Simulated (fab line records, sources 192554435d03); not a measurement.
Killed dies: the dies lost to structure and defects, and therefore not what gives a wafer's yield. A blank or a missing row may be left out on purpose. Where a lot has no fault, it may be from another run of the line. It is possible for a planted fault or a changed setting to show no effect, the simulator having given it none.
fab line records	flow n5-finfet
record: lots: 7	wafers: 39
route steps=1938 shown BEOL_M3@950 BEOL_M8@1389 BEOL_M9@1443
start-h: hours from the record's opening day to when the first of the lot's shown wafers began	wait-h: hours from the lot's prior step to this one	" repeats the value in the row above	L1.1+2: several wafers, shown together as one row	- either no value or no given start	* or withheld: withheld	< > ~ a bound
route shown NAME@n: a module of which the file shows steps, and the number in the route of the first	usual: mean/standard deviation of fault-free wafers	same: alike in all rows	chamber/n: place in a boat	sites: each site's reading	_std_site: their standard deviation	_edge_site: outer sites' mean less inner sites'	radius-mm: how far each site lies from the wafer's centre	mask NAME#n: copy n	behind: the most recent tool/chamber to have shaped the wafer	hold: why the lot went on hold/how many hours it stayed there/how the hold came to an end	device: which transistor (n, p or np) failed to switch	end of line: the tests these same wafers got at the end of their route	a step given without rows: its recipe and nothing more	killed: not the wafer's yield, but the dies lost to structure and defects at the first sort	map: the dies of a wafer, with x for killed, . for not killed, _ for no die there
set.NAME: the setting that was run; set.NAME@STEP: the one run at that earlier step	model.NAME: the simulator's own value behind a step, which no gauge read
lots run with intentionally changed settings; tables by step, rows by wafer
== steps ==
step: N5_BEOL_M3_ETCH_64
recipe: chemistry: N2/H2	target: SOC	target-depth-a: 750	overetch-a: 150	mask-material: SiARC	temp-c: 40	time-s: 112.5	ion-energy-ev: 200	pressure-mtorr: 30	source-w: 840	bias-w: 150	n2-flow-sccm: 200	h2-flow-sccm: 200
lot.wafer	tool	chamber	start-h	wait-h	set.time-s	model.SiARC_of_BEOL_M3_COAT_62.thk-nm	model.BEOL_M3.cd-offset-nm
L080.1	rie-diel-02	1	179.52	0.0	112.5	6.8	-0.2
L080.2	"	2	"	"	165.6	4.2	1.2
L080.3	"	0	"	"	165.6	4.2	1
L080.4	"	3	"	"	112.5	6.6	0.2
L080.5	"	2	"	"	165.6	4.4	1
L080.6	"	3	"	"	112.5	6.6	0
L079.1+4	rie-diel-01	0,1	185.27	0.0	74.78	8.6	-0.6
L079.2	"	2	"	"	112.5	7	0.2
L079.3+5	"	3,0	"	"	112.5	6.8	0
L079.6	"	3	"	"	74.78	8.6	-0.4
L082.1+3	rie-diel-06	0,3	195.27	0.0	112.5	7	-0.2
L082.2+4+5	"	1,2,0	"	"	112.5	6.8	-0.2
L082.6	"	3	"	"	112.5	7	-0.4
L086.1	rie-diel-06	1	214.72	0.0	112.5	7	0
L086.2+4	"	3,0	"	"	112.5	7	-0.2
L085.1	rie-diel-02	1	217.78	0.0	112.5	6.8	-0.4
L085.2+5	"	3	"	"	112.5	6.8	0
L085.3+4	"	0,2	"	"	112.5	6.8	-0.2
L085.6	"	2	"	"	112.5	7	-0.2
L090.1+5+6	rie-diel-06	1,1,0	247.06	0.0	112.5	6.8	0.2
L090.2+3+4	"	2,0,3	"	"	61.79	9.2	-0.8
L094.1+4	rie-diel-02	0,2	256.06	0.0	164.7	4.4	1.2
L094.2+6	"	3,1	"	"	112.5	6.8	0
L094.3	"	1	"	"	112.5	6.8	0.2
L094.5	"	2	"	"	164.7	4.6	1.2
step: N5_BEOL_M3_STRIP_65
recipe: chemistry: N2/H2	temp-c: 40	n2-flow-sccm: 200	h2-flow-sccm: 200	rf-frequency-hz: 6e+07
step: N5_BEOL_M3_STRIP_75
recipe: chemistry: N2/H2	temp-c: 40	n2-flow-sccm: 200	h2-flow-sccm: 200	rf-frequency-hz: 6e+07
step: N5_BEOL_M3_STRIP_66
recipe: chemistry: CF4	resist: SiARC	power-w: 300	bias-power-w: 75	pressure-mtorr: 50	cf4-flow-sccm: 150	rf-frequency-hz: 6e+07
step: N5_BEOL_M3_HM_OPEN_17
recipe: chemistry: Cl2/BCl3	target-depth-a: 200	overetch-a: 60	target: TiN	mask-material: SOC	ion-energy-ev: 150	pressure-mtorr: 10	icp-w: 1000	bias-w: 126	Cl2_flow_sccm: 53.25	bcl3-flow-sccm: 21.75	Ar_flow_sccm: 25
lot.wafer	tool	chamber	start-h	wait-h	set.time-s@BEOL_M3_ETCH_64	model.etch.depth-nm	model.BEOL_M3.cd-offset-nm
L080.1	rie-metal-01	1	179.69	0.0	112.5	20.07	-0.2
L080.2	"	1	"	"	165.6	14.91	1.2
L080.3	"	1	"	"	165.6	14.99	1
L080.4	"	1	"	"	112.5	20.05	0.2
L080.5	"	1	"	"	165.6	15.03	1.2
L080.6	"	1	"	"	112.5	20.06	0
L079.1	rie-metal-03	0	185.45	0.0	74.78	20.62	-0.4
L079.2	"	1	"	"	112.5	20.54	0.4
L079.3	"	1	"	"	112.5	20.76	0.2
L079.4	"	0	"	"	74.78	20.43	-0.4
L079.5	"	1	"	"	112.5	20.53	0
L079.6	"	0	"	"	74.78	20.5	-0.2
L082.1	rie-metal-03	0	195.44	0.0	112.5	20.26	-0.2
L082.2	"	1	"	"	112.5	20.22	0
L082.3	"	1	"	"	112.5	20.31	-0.2
L082.4	"	0	"	"	112.5	20.01	0
L082.5	"	0	"	"	112.5	20.11	0
L082.6	"	1	"	"	112.5	20.16	-0.4
L086.1	rie-metal-03	1	214.89	0.0	112.5	19.76	0
L086.2	"	0	"	"	112.5	19.92	-0.2
L086.4	"	0	"	"	112.5	19.79	-0.2
L085.1	rie-metal-02	0	217.95	0.0	112.5	20.23	-0.2
L085.2	"	1	"	"	112.5	20.32	0
L085.3	"	0	"	"	112.5	20.12	0
L085.4	"	1	"	"	112.5	20.31	-0.2
L085.5	"	1	"	"	112.5	20.2	0
L085.6	"	0	"	"	112.5	20.23	0
L090.1	rie-metal-03	0	247.23	0.0	112.5	20.1	0.4
L090.2	"	1	"	"	61.79	20.32	-0.6
L090.3	"	1	"	"	61.79	20.08	-0.8
L090.4	"	0	"	"	61.79	20.25	-0.8
L090.5	"	0	"	"	112.5	20.26	0.2
L090.6	"	1	"	"	112.5	20.3	0.2
L094.1	rie-metal-01	0	256.23	0.0	164.7	14.66	1.2
L094.2	"	1	"	"	112.5	19.75	0
L094.3	"	0	"	"	112.5	19.89	0
L094.4	"	1	"	"	164.7	14.78	1
L094.5	"	0	"	"	164.7	14.74	1.4
L094.6	"	1	"	"	112.5	19.77	0
step: N5_BEOL_M3_STRIP_19
recipe: chemistry: O2	power-w: 400	temp-c: 40	pressure-mtorr: 30	rf-frequency-hz: 6e+07	bias-power-w: 0	overash-fraction: 0.2	o2-flow-sccm: 225
step: N5_BEOL_M3_CD_MEAS_18
recipe: pitch-nm: 36	target-cd-nm: 18
usual: cd-nm: 18.07/0.29
lot.wafer	tool	chamber	start-h	wait-h	set.time-s@BEOL_M3_ETCH_64	cd-nm
L080.1	cd-sem-03	-	179.97	0.0	112.5	17.97
L080.2	"	-	"	"	165.6	19.89
L080.3	"	-	"	"	165.6	19.21
L080.4	"	-	"	"	112.5	18.12
L080.5	"	-	"	"	165.6	19.58
L080.6	"	-	"	"	112.5	18.23
L079.1	cd-sem-01	-	185.63	0.0	74.78	17.43
L079.2	"	-	"	"	112.5	18.48
L079.3	"	-	"	"	112.5	17.95
L079.4	"	-	"	"	74.78	17.64
L079.5	"	-	"	"	112.5	18.13
L079.6	"	-	"	"	74.78	17.83
L082.1	cd-sem-01	-	195.62	0.0	112.5	17.94
L082.2	"	-	"	"	112.5	18.16
L082.3	"	-	"	"	112.5	17.61
L082.4	"	-	"	"	112.5	17.62
L082.5	"	-	"	"	112.5	17.95
L082.6	"	-	"	"	112.5	17.72
L086.1	cd-sem-02	-	215.07	0.1	112.5	17.97
L086.2	"	-	"	"	112.5	17.48
L086.4	"	-	"	"	112.5	17.99
L085.1	cd-sem-01	-	218.13	0.0	112.5	17.74
L085.2	"	-	"	"	112.5	17.91
L085.3	"	-	"	"	112.5	17.57
L085.4	"	-	"	"	112.5	17.74
L085.5	"	-	"	"	112.5	18.14
L085.6	"	-	"	"	112.5	17.64
L090.1	cd-sem-03	-	247.41	0.0	112.5	18.13
L090.2	"	-	"	"	61.79	-
L090.3	"	-	"	"	61.79	-
L090.4	"	-	"	"	61.79	-
L090.5	"	-	"	"	112.5	18.44
L090.6	"	-	"	"	112.5	18.24
L094.1	cd-sem-01	-	256.66	0.0	164.7	19.21
L094.2	"	-	"	"	112.5	17.93
L094.3	"	-	"	"	112.5	17.90
L094.4	"	-	"	"	164.7	19.48
L094.5	"	-	"	"	164.7	19.66
L094.6	"	-	"	"	112.5	18.32
step: N5_BEOL_M3_COAT_67
recipe: resist: SOC	temp-c: 250	time-s: 60	spin-rpm: 1500	resist-thk-nm: 60
step: N5_BEOL_M3_COAT_68
recipe: resist: SiARC	temp-c: 220	time-s: 60	spin-rpm: 1500	resist-thk-nm: 12
step: N5_BEOL_M3_PRECLEAN_42
recipe: chemistry: residue-remover	time-s: 60	temp-c: 40
step: N5_BEOL_M3_SRD_43
recipe: time-s: 30	temp-c: 23	rinse-liquid: diw	dry: ipa-marangoni
step: N5_BEOL_M3_CD_MEAS_35
recipe: target-cd-nm: 18	target-cd-y-nm: 21	polarity: opening
usual: cd-nm: 18.10/0.26
lot.wafer	tool	chamber	start-h	wait-h	set.time-s@BEOL_M3_ETCH_64	cd-nm
L080.1	cd-sem-01	-	181.69	0.0	112.5	18.13
L080.2	"	-	"	"	165.6	19.63
L080.3	"	-	"	"	165.6	19.48
L080.4	"	-	"	"	112.5	18.48
L080.5	"	-	"	"	165.6	19.12
L080.6	"	-	"	"	112.5	17.74
L079.1	cd-sem-02	-	187.22	0.0	74.78	17.56
L079.2	"	-	"	"	112.5	18.42
L079.3	"	-	"	"	112.5	17.94
L079.4	"	-	"	"	74.78	17.46
L079.5	"	-	"	"	112.5	17.97
L079.6	"	-	"	"	74.78	17.48
L082.1	cd-sem-01	-	197.61	0.0	112.5	17.92
L082.2	"	-	"	"	112.5	17.78
L082.3	"	-	"	"	112.5	17.64
L082.4	"	-	"	"	112.5	18.41
L082.5	"	-	"	"	112.5	17.87
L082.6	"	-	"	"	112.5	18.15
L086.1	cd-sem-01	-	229.00	0.0	112.5	18.37
L086.2	"	-	"	"	112.5	17.58
L086.4	"	-	"	"	112.5	17.67
L085.1	cd-sem-03	-	231.80	0.0	112.5	18.19
L085.2	"	-	"	"	112.5	18.12
L085.3	"	-	"	"	112.5	18.15
L085.4	"	-	"	"	112.5	17.84
L085.5	"	-	"	"	112.5	18.33
L085.6	"	-	"	"	112.5	18.01
L090.1	cd-sem-03	-	255.45	0.0	112.5	18.29
L090.2	"	-	"	"	61.79	-
L090.3	"	-	"	"	61.79	-
L090.4	"	-	"	"	61.79	-
L090.5	"	-	"	"	112.5	18.30
L090.6	"	-	"	"	112.5	18.16
L094.1	cd-sem-01	-	267.06	0.0	164.7	19.65
L094.2	"	-	"	"	112.5	17.92
L094.3	"	-	"	"	112.5	18.08
L094.4	"	-	"	"	164.7	19.15
L094.5	"	-	"	"	164.7	19.70
L094.6	"	-	"	"	112.5	17.96
step: N5_BEOL_M8_ALD_77
recipe: material: TaN	target-thk-a: 20	temp-c: 275	ald-precursor-family: PDMAT	ald-co-reactant: NH3	pressure-torr: 3	carrier-flow-sccm: 1500	pulse-time-s: 2	purge-time-s: 3	co-reactant-purge-time-s: 2	co-reactant-pulse-time-s: 3	ald-cycles: 40	precursor-vessel-temp-c: 75	precursor-vessel-pressure-torr: 26.25	precursor-vessel-carrier-sccm: 1000
lot.wafer	tool	chamber	start-h	wait-h	set.ald-cycles	model.TaN_of_BEOL_M8_ALD_77.thk-nm
L080.1+5+6	ald-metal-03	1,2,1	245.02	0.0	40	2
L080.2+3+4	"	3,2,0	"	"	55	2.8
L079.1+3+6	ald-metal-03	0,3,0	247.17	0.0	50	2.6
L079.2+4+5	"	2,1,3	"	"	40	2
L082.1+2+3+4+5+6	ald-metal-04	1,0,3,2,1,2	249.74	0.1	40	2
L086.1+2+4	ald-metal-01	3,2,0	280.64	0.0	40	2
L085.1+3+5	ald-metal-04	3,0,1	284.42	0.0	27	1.4
L085.2+4+6	"	1,2,2	"	"	40	2
L090.1+3+5	ald-metal-04	2,3,2	306.26	0.0	62	3.2
L090.2+4+6	"	1,0,1	"	"	40	2
L094.1+2+4	ald-metal-01	2,3,1	319.26	0.1	60	3
L094.3+5+6	"	0,0,3	"	"	40	2
step: N5_BEOL_M9_VIA_ETCH_34
recipe: chemistry: C4F6/O2	target: SiCOH_lowk	target-depth-a: 1824	mask-material: SOC	taper-deg: 4	time-s: 68.4	ion-energy-ev: 250	pressure-mtorr: 30	source-w: 345	bias-w: 185	Ar_flow_sccm: 300	C4F6_flow_sccm: 10	O2_flow_sccm: 10
lot.wafer	tool	chamber	start-h	wait-h	set.target-depth-a	model.etch.depth-nm	model.SOC_of_BEOL_M9_COAT_63.thk-nm
L080.1	rie-diel-06	0	253.44	0.0	1141	112.1	54.8
L080.2	"	2	"	"	1141	113.8	54.6
L080.3	"	1	"	"	1824	182.1	51.2
L080.4	"	1	"	"	1824	182.3	51.2
L080.5	"	2	"	"	1141	113.9	54.4
L080.6	"	0	"	"	1824	178.7	51.2
L079.1	rie-diel-01	0	253.59	0.0	2270	227.5	48.6
L079.2	"	1	"	"	1824	179.7	51
L079.3	"	2	"	"	2270	223.6	48.8
L079.4	"	2	"	"	2270	224.9	48.6
L079.5	"	0	"	"	1824	183.7	50.8
L079.6	"	1	"	"	1824	181.1	51
L082.1	rie-diel-01	0	259.70	0.0	2843	281.4	46.2
L082.2	"	1	"	"	2843	278.3	46.4
L082.3	"	2	"	"	1824	178.6	51.2
L082.4	"	2	"	"	1824	177.9	51.2
L082.5	"	1	"	"	2843	277.2	46.4
L082.6	"	0	"	"	1824	180.4	51.2
L086.1	rie-diel-02	2	288.41	0.0	1824	181.9	51.2
L086.2	"	0	"	"	1824	183.9	51.2
L086.4	"	3	"	"	1824	182	51.4
L085.1	rie-diel-02	2	290.81	0.0	1824	182.5	50.8
L085.2	"	3	"	"	1824	183	50.8
L085.3	"	1	"	"	2533	254.5	47
L085.4	"	0	"	"	2533	257.4	47
L085.5	"	3	"	"	1824	183.8	50.8
L085.6	"	2	"	"	2533	249.5	47.4
L090.1	rie-diel-01	0	312.19	0.0	1824	178.4	51.4
L090.2	"	2	"	"	1824	178.4	51
L090.3	"	1	"	"	1824	178.5	51.2
L090.4	"	3	"	"	1824	184.7	50.8
L090.5	"	1	"	"	1824	178.2	51.2
L090.6	"	0	"	"	1824	180.2	51.2
L094.1	rie-diel-02	1	324.78	0.0	1824	180.1	50.8
L094.2	"	0	"	"	1824	183.9	50.8
L094.3	"	2	"	"	1824	179.7	51
L094.4	"	3	"	"	1824	181.1	50.8
L094.5	"	1	"	"	1824	182.4	50.6
L094.6	"	2	"	"	1824	178.1	51
== key ==
split: step: N5_BEOL_M3_ETCH_64	setting: time-s	stated: 112.5	by: wafer
response: step: N5_BEOL_M3_ETCH_64	reading: model.SiARC_of_BEOL_M3_COAT_62.thk-nm	change: -0.0515	per: 1%	r: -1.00
response: step: N5_BEOL_M3_ETCH_64	reading: model.BEOL_M3.cd-offset-nm	change: +0.0223	per: 1%	r: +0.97
response: step: N5_BEOL_M3_HM_OPEN_17	reading: model.etch.depth-nm	shape: bent	at-lowest: 20.21	at-stated: 20.15	at-highest: 14.98
response: step: N5_BEOL_M3_HM_OPEN_17	reading: model.BEOL_M3.cd-offset-nm	change: +0.0228	per: 1%	r: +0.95
response: step: N5_BEOL_M3_CD_MEAS_18	reading: cd-nm	change: +0.0276	per: 1%	r: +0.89
response: step: N5_BEOL_M3_CD_MEAS_35	reading: cd-nm	change: +0.0276	per: 1%	r: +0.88
split: step: N5_BEOL_M8_ALD_77	setting: ald-cycles	stated: 40	by: wafer
response: step: N5_BEOL_M8_ALD_77	reading: model.TaN_of_BEOL_M8_ALD_77.thk-nm	change: +0.021	per: 1%	r: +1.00
split: step: N5_BEOL_M9_VIA_ETCH_34	setting: target-depth-a	stated: 1824	by: wafer
response: step: N5_BEOL_M9_VIA_ETCH_34	reading: model.etch.depth-nm	change: +1.8	per: 1%	r: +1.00
response: step: N5_BEOL_M9_VIA_ETCH_34	reading: model.SOC_of_BEOL_M9_COAT_63.thk-nm	change: -0.09	per: 1%	r: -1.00
